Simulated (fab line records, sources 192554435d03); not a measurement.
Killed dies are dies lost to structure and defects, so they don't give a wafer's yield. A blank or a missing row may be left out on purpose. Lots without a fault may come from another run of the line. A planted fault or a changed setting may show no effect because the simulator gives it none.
Chamber matching | flow n5_finfet | N5_BEOL_M8_ETCH_65 on rie_diel-01: 4 sister chambers
The step etches SiARC in CF4, target depth 15.6 nm, time 26 s. 8 wafers are shown with their chamber, then 11 later ones without.

WAFERS WITH THEIR CHAMBER
wafer  | chamber | drypump_motor_current_A (A) | showerhead_plenum_p_Torr (Torr)
L075.5 | 0       | 5.2                         | 2.25
L078.4 | 0       | 5.3                         | 2.25
L082.4 | 1       | 5.9                         | 2.19
L082.5 | 1       | 5.9                         | 2.19
L084.2 | 3       | 5.7                         | 2.08
L084.3 | 2       | 6.1                         | 2.25
L084.4 | 3       | 5.7                         | 2.08
L089.3 | 2       | 6.1                         | 2.24

WAFERS WITHOUT THEIR CHAMBER
wafer  | drypump_motor_current_A (A) | showerhead_plenum_p_Torr (Torr)
L089.4 | 6.1                         | 2.24
L089.5 | 5.7                         | 2.08
L086.4 | 5.7                         | 2.08
L086.5 | 5.3                         | 2.25
L086.6 | 5.7                         | 2.08
L090.2 | 5.2                         | 2.24
L090.3 | 5.9                         | 2.19
L090.4 | 6.0                         | 2.24
L091.1 | 5.2                         | 2.24
L091.3 | 5.9                         | 2.19
L091.6 | 5.7                         | 2.08

WHICH CHAMBER EACH WENT THROUGH
wafer  | from the rows above | in truth
L089.4 | 2                   | 2
L089.5 | 3                   | 3
L086.4 | 3                   | 3
L086.5 | 0                   | 0
L086.6 | 3                   | 3
L090.2 | 0                   | 0
L090.3 | 1                   | 1
L090.4 | 2                   | 2
L091.1 | 0                   | 0
L091.3 | 1                   | 1
L091.6 | 3                   | 3
Placed correctly: 11 of 11. Can't be placed from these rows: 0. Placed wrongly: 0.
How it was worked out, from the rows above alone: a wafer's distance from a chamber is the root of the sum, over the readings, of the square of ((its reading less the chamber's mean) divided by the reading's scatter). The wafer belongs to the nearest chamber; if the next one is less than 2 further off, it can't be placed. A chamber's mean is the mean of its shown wafers. The scatter: the root of (the sum of the squares of (reading less its chamber's mean) over the shown wafers, divided by (wafers less chambers)).
